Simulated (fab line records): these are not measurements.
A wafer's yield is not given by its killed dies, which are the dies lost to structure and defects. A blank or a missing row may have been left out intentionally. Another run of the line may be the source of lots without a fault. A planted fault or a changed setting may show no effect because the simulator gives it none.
Which of the tools did it? -- flow n5_finfet -- Sampling: 13 lots, 39 wafers, 4 of 1938 route steps

## WHAT EACH GAUGE READ, for each wafer
N5_ZERO_LAYER_CD_MEAS_11: target cd 2000 nm. Usual: cd_nm 2000.5 nm, standard deviation 1.5.
lot,measured,on,cd_nm (nm),flag
L524,day 1 12:46,cd_sem-01,1997.6 1999.4 1997.7,
L526,day 2 00:47,cd_sem-01,1999.4 2000.6 1999.5,
L527,day 2 06:47,cd_sem-02,2003.5 2000.5 2002.2,
L530,day 3 00:40,cd_sem-03,2001.7 2002.1 2002.2,
L531,day 3 06:40,cd_sem-03,2000.5 2001.2 2001.9,
L532,day 3 12:40,cd_sem-02,2001.9 2002.5 2000.6,
L541,day 5 18:38,cd_sem-01,2001.6 2001.3 2001.3,
L542,day 6 00:46,cd_sem-01,2002.8 2000.6 2001.3,
L543,day 6 06:46,cd_sem-01,1998.9 1999.9 1999.0,
L544,day 6 12:47,cd_sem-02,2002.0 2002.7 2001.7,
L545,day 6 18:46,cd_sem-02,2001.0 1999.8 2000.4,
L546,day 7 00:38,cd_sem-03,1996.1 1999.6 1998.2,
L547,day 7 06:38,cd_sem-03,1999.9 1999.4 1998.6,

N5_WELL_APT_INSPECT_27: inspects for defects (macro). Usual: raw_defect_count 1.9, standard deviation 1.3.
lot,measured,on,raw_defect_count,flag
L524,day 1 15:22,defect_inspect-02,1 2 2,
L526,day 2 03:45,defect_inspect-01,2 3 1,
L527,day 2 09:53,defect_inspect-02,2 3 2,
L530,day 3 03:04,defect_inspect-02,3 0 2,
L531,day 3 09:17,defect_inspect-02,0 1 0,
L532,day 3 14:49,defect_inspect-02,1 1 2,
L541,day 5 20:56,defect_inspect-02,2 2 3,
L542,day 6 03:07,defect_inspect-01,2 0 3,
L543,day 6 09:06,defect_inspect-02,1 1 6,
L544,day 6 15:07,defect_inspect-01,2 1 1,
L545,day 6 20:59,defect_inspect-02,2 3 1,
L546,day 7 03:08,defect_inspect-02,2 1 3,
L547,day 7 09:49,defect_inspect-02,5 2 4,

## WHAT TOOL EACH LOT RAN ON (gives the tool, then ch and the chambers of the sampled wafers, and finally the start)
lot,N5_ZERO_LAYER_STRIP_24,N5_WELL_APT_IMPLANT_14
L524,"plasma_asher-02 ch 0,1, day 1 13:01","implanter-01 ch 0, day 1 14:05"
L526,"plasma_asher-01 ch 1, day 2 01:02","implanter-01 ch 0, day 2 02:37"
L527,"plasma_asher-01 ch 0,1, day 2 07:03","implanter-02 ch 0, day 2 08:35"
L530,"plasma_asher-02 ch 0,1, day 3 00:57","implanter-02 ch 0, day 3 01:56"
L531,"plasma_asher-01 ch 0,1, day 3 06:56","implanter-02 ch 0, day 3 08:01"
L532,"plasma_asher-01 ch 0,1, day 3 12:57","implanter-02 ch 0, day 3 13:50"
L541,"plasma_asher-01 ch 0,1, day 5 19:05","implanter-01 ch 0, day 5 19:58"
L542,"plasma_asher-02 ch 0,1, day 6 01:01","implanter-01 ch 0, day 6 01:59"
L543,"plasma_asher-02 ch 0,1, day 6 07:02","implanter-01 ch 0, day 6 08:10"
L544,"plasma_asher-01 ch 0,1, day 6 13:02","implanter-02 ch 0, day 6 14:07"
L545,"plasma_asher-02 ch 0,1, day 6 19:01","implanter-02 ch 0, day 6 20:00"
L546,"plasma_asher-02 ch 0,1, day 7 01:01","implanter-01 ch 0, day 7 02:02"
L547,"plasma_asher-02 ch 0,1, day 7 07:38","implanter-02 ch 0, day 7 08:40"
- N5_ZERO_LAYER_STRIP_24: strips in O2.
- N5_WELL_APT_IMPLANT_14

## AS READ BY THE TOOLS THEMSELVES (means over the sampled wafers that have a number; for cases with no such wafer, the mark the record gives instead)
N5_ZERO_LAYER_STRIP_24. Usual: drypump_motor_current_A 6.2 A, standard deviation 0.41; heater_power_w 338 W, standard deviation 21; oes_product_au 0.648 a.u., standard deviation 0.0048; strip_time_to_endpoint_s 43.85 s, standard deviation 0.082; temp_c 250.01 C, standard deviation 0.17.
lot,tool,drypump_motor_current_A (A),heater_power_w (W),oes_product_au (a.u.),strip_time_to_endpoint_s (s),temp_c (C),flag
L524,plasma_asher-02,6.4,314,0.646,43.98,249.93,
L526,plasma_asher-01,6.5,340,0.646,43.78,250.06,
L527,plasma_asher-01,6.2,346,0.646,43.89,250.06,
L530,plasma_asher-02,6.5,320,0.648,43.87,250.11,
L531,plasma_asher-01,6.2,346,0.647,43.83,249.85,
L532,plasma_asher-01,5.9,357,0.647,43.80,250.18,
L541,plasma_asher-01,5.9,358,0.645,43.88,250.07,
L542,plasma_asher-02,6.4,315,0.647,43.88,250.13,
L543,plasma_asher-02,6.4,320,0.648,43.91,249.87,
L544,plasma_asher-01,5.8,358,0.648,43.86,249.79,
L545,plasma_asher-02,6.4,322,0.650,43.83,250.01,
L546,plasma_asher-02,6.4,323,0.650,43.87,250.25,
L547,plasma_asher-02,6.5,318,0.651,43.95,249.87,

## THE ANSWER, worked out from the rows above alone
Rule: take the mean of a lot's wafers that have a number; if it is more than 3 standard deviations from the usual mean, the lot is off. Also off: a lot with no number at a reading for which 4 or more lots have one. Any other lot the step has rows for is counted as sound. Order of review: gauges by route order, followed by the tools' own readings, for which a lot's mean as printed above is used. The first step at which some lot is off is used, and at that step the reading that is off furthest; a lot without a number counts as furthest.
No lot is off at any reading shown: from this, nothing can be told.

## WHAT WAS PUT IN BY THE SIMULATOR
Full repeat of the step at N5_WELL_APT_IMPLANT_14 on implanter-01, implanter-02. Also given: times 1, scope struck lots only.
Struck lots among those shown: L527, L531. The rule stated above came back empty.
